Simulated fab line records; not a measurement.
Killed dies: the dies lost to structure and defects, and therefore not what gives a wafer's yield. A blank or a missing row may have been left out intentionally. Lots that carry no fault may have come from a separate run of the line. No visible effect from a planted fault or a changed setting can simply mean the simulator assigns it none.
Split-lot study | flow n5-finfet | route with 1938 steps; 7 lots, 21 wafers read

== THE SPLIT ==
At N5_BEOL_M14_EXPOSE_25 (exposes mask M14, target cd 280 nm), the setting dose-mj was moved away from the recipe's 26.6 on 10 of the 21 wafers read, by -7.2% to +4.5%. This setting was run at the recipe's value on the other wafers.

== FROM THE SPLIT TO THE READING: what the file shows between them, 3 steps ==
- N5_BEOL_M14_PEB_26: peb time 90 s
- N5_BEOL_M14_DEVELOP_27: develop time 45 s
- N5_BEOL_M14_HARDBAKE_32: time 120 s

== THE READING ==
Shown in nm: cd-nm at N5_BEOL_M14_CD_MEAS_28, with target cd 284.4 nm. A value of 284.3 nm with a standard deviation of 1.6 nm is what fault-free wafers of this fab line usually give.

wafer  | tool, chamber at the split | dose-mj as run | against the recipe | cd-nm, nm | against lot-mates on the recipe
L075.1 | krf-scanner-01, 0          | 27.8           | +4.5%              | 290.1     | no lot-mate on the recipe
L075.2 | krf-scanner-01, 0          | 27.8           | +4.5%              | 289.3     | no lot-mate on the recipe
L075.3 | krf-scanner-01, 0          | 27.8           | +4.5%              | 291.5     | no lot-mate on the recipe
L076.2 | krf-scanner-02, 0          | 26.04          | -2.1%              | 282.2     | -2.2
L076.3 | krf-scanner-02, 0          | 26.6           | recipe             | 283.9     | -
L076.6 | krf-scanner-02, 0          | 26.6           | recipe             | 284.8     | -
L077.1 | krf-scanner-01, 0          | 24.69          | -7.2%              | 272.3     | -13.7
L077.5 | krf-scanner-01, 0          | 24.69          | -7.2%              | 271.3     | -14.7
L077.6 | krf-scanner-01, 0          | 26.6           | recipe             | 286.0     | -
L081.4 | krf-scanner-02, 0          | 27.12          | +2.0%              | 284.8     | -1.5
L081.5 | krf-scanner-02, 0          | 26.6           | recipe             | 286.3     | -
L081.6 | krf-scanner-02, 0          | 27.12          | +2.0%              | 287.2     | +0.9
L080.1 | krf-scanner-02, 0          | 26.6           | recipe             | 284.8     | -
L080.3 | krf-scanner-02, 0          | 26.6           | recipe             | 283.8     | -
L080.6 | krf-scanner-02, 0          | 26.6           | recipe             | 286.0     | -
L084.1 | krf-scanner-01, 0          | 26.6           | recipe             | 286.5     | -
L084.5 | krf-scanner-01, 0          | 25.59          | -3.8%              | 276.3     | -10.2
L084.6 | krf-scanner-01, 0          | 25.59          | -3.8%              | 277.3     | -9.2
L092.2 | krf-scanner-01, 0          | 26.6           | recipe             | 285.6     | -
L092.3 | krf-scanner-01, 0          | 26.6           | recipe             | 284.6     | -
L092.4 | krf-scanner-01, 0          | 26.6           | recipe             | 285.0     | -

THE FIT
A straight line over all 21 wafers: cd-nm changes by +1.6 nm for each +1% of dose-mj; r = +0.96; the points scatter about the line by 1.5 nm.
The same after taking each lot's own level away (the mean of its wafers on the recipe; 18 wafers): +1.85 nm for each +1%; r = +0.95; scatter 1.7 nm.
According to that fit, moving dose-mj by its largest amount changes the reading by 13 nm.
Measured against the standard deviation above, the lots' own levels, which go from 284.35 to 286.50 nm, span 1.3 times it.
Hence the slope depends on the lot-to-lot level, as the two fits are not the same.
Check: with one of the wafers moved furthest among these (-7.2%) left out of the fit, the line predicts -14.2 nm for it against its lot-mates. Against them it came out at -13.7 nm.

== OTHER SPLITS ON THESE WAFERS ==
Other splits were also applied to these wafers ahead of the reading. Each is held against what the fit with the lots' levels taken away leaves over:
other split on the same wafers | wafers away from the commonest value | r with cd-nm (lot level and that fit taken away)
N5_BEOL_M13_COAT_66 spin-rpm   | 5                                    | -0.13
N5_BEOL_M14_COAT_66 spin-rpm   | 7                                    | -0.03

== THE WHOLE CHAIN: every reading that the file lists as answering this split, in the file's order ==
step                   | what it does                                           | reading                                                         | change (the file's fit)              | r (the file's)
N5_BEOL_M14_CD_MEAS_28 | target cd 284.4 nm                                     | cd-nm                                                           | +1.92 nm for each +1% of the setting | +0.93
N5_BEOL_M14_DESCUM_33  | chemistry O2, time 7.9 s                               | BEOL_M14.cd-nm (the simulator's own value, which no gauge read) | +1.95 nm for each +1% of the setting | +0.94
N5_BEOL_M14_ETCH_67    | etches SiARC in CF4, target depth 143 nm, time 238.3 s | BEOL_M14.cd-nm (the simulator's own value, which no gauge read) | +2.04 nm for each +1% of the setting | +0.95

== THE FILE'S OWN FIT ==
cd-nm changes by +1.92 nm for each +1% of dose-mj, r = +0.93.
